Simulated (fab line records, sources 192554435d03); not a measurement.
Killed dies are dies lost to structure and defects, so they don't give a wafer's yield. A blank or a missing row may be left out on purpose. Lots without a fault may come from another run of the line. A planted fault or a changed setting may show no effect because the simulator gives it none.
Which tool did it? | flow n5_finfet | 23 lots, 69 wafers sampled, at 1 step of a route of 1938

WHAT THE GAUGES READ, wafer by wafer
N5_BEOL_M6_OVL_MEAS_12.
lot  | measured     | on         | M6_OVL (nm)
L075 | day 8 20:22  | overlay-02 | -0.9 -0.7 0.2
L074 | day 8 20:35  | overlay-02 | -0.8 -0.6 0.3
L076 | day 8 23:31  | overlay-02 | 0.8 1.3 0.6
L077 | day 9 17:52  | overlay-02 | -0.2 1.3 0.2
L079 | day 9 19:04  | overlay-02 | -0.5 0.9 1.0
L078 | day 9 21:34  | overlay-02 | 0.4 -0.5 0.6
L080 | day 10 05:39 | overlay-02 | 0.1 1.5 0.5
L082 | day 10 16:27 | overlay-02 | 1.4 1.7 0.4
L081 | day 10 16:37 | overlay-01 | -0.5 -0.3 -0.4
L084 | day 10 19:37 | overlay-02 | -0.5 -0.2 -0.4
L083 | day 10 20:46 | overlay-02 | -0.6 0.4 0.2
L085 | day 11 12:25 | overlay-02 | -1.0 0.1 0.2
L086 | day 11 20:34 | overlay-02 | 0.7 1.6 0.4
L087 | day 12 05:59 | overlay-01 | 1.3 0.6 1.3
L088 | day 12 06:34 | overlay-02 | -0.5 0.1 -0.2
L089 | day 12 15:04 | overlay-02 | -1.6 -1.4 -1.2
L090 | day 13 04:11 | overlay-02 | 1.3 1.0 0.8
L091 | day 13 09:18 | overlay-02 | -0.1 -1.0 0.2
L092 | day 13 11:20 | overlay-02 | 0.0 0.2 0.0
L093 | day 13 18:23 | overlay-01 | -0.1 -0.6 -0.3
L094 | day 13 19:12 | overlay-02 | 0.3 0.6 0.8
L097 | day 14 12:14 | overlay-02 | -0.6 -0.7 -0.4
L096 | day 14 16:39 | overlay-01 | 0.7 1.1 1.0

WHICH TOOL RAN EACH LOT (tool, then ch and the chambers of the sampled wafers, then the start)
The record holds no process step before these readings.

WHAT THE TOOLS THEMSELVES READ (means of the sampled wafers that have a number; where no wafer has one, the mark that the record gives instead)
The record holds no such reading with a usual standard deviation.

THE ANSWER, worked out from the rows above alone
Rule: what is usual is taken from the lots themselves. Put in order of their means at a reading, lots are off if they are a third of the lots or fewer, leave a main group of 4 or more, and stand apart from it by a gap of 3 or more times the standard deviation of the main group's means; of several such gaps the widest counts. A main group whose means are all the same, to the digits that the tables above print for the reading, isn't used. A lot without any number at a reading at which 4 lots or more have one is off too. The other lots that the step has rows for count as sound. The gauges are gone through in route order, then the tools' own readings, and for those a lot's mean is taken as printed above. The first step at which some lot is off is used, and at that step the reading that is off furthest; a lot without a number counts as furthest.
No lot is off at any reading shown: from this, nothing can be told.

WHAT THE SIMULATOR HAD PUT IN
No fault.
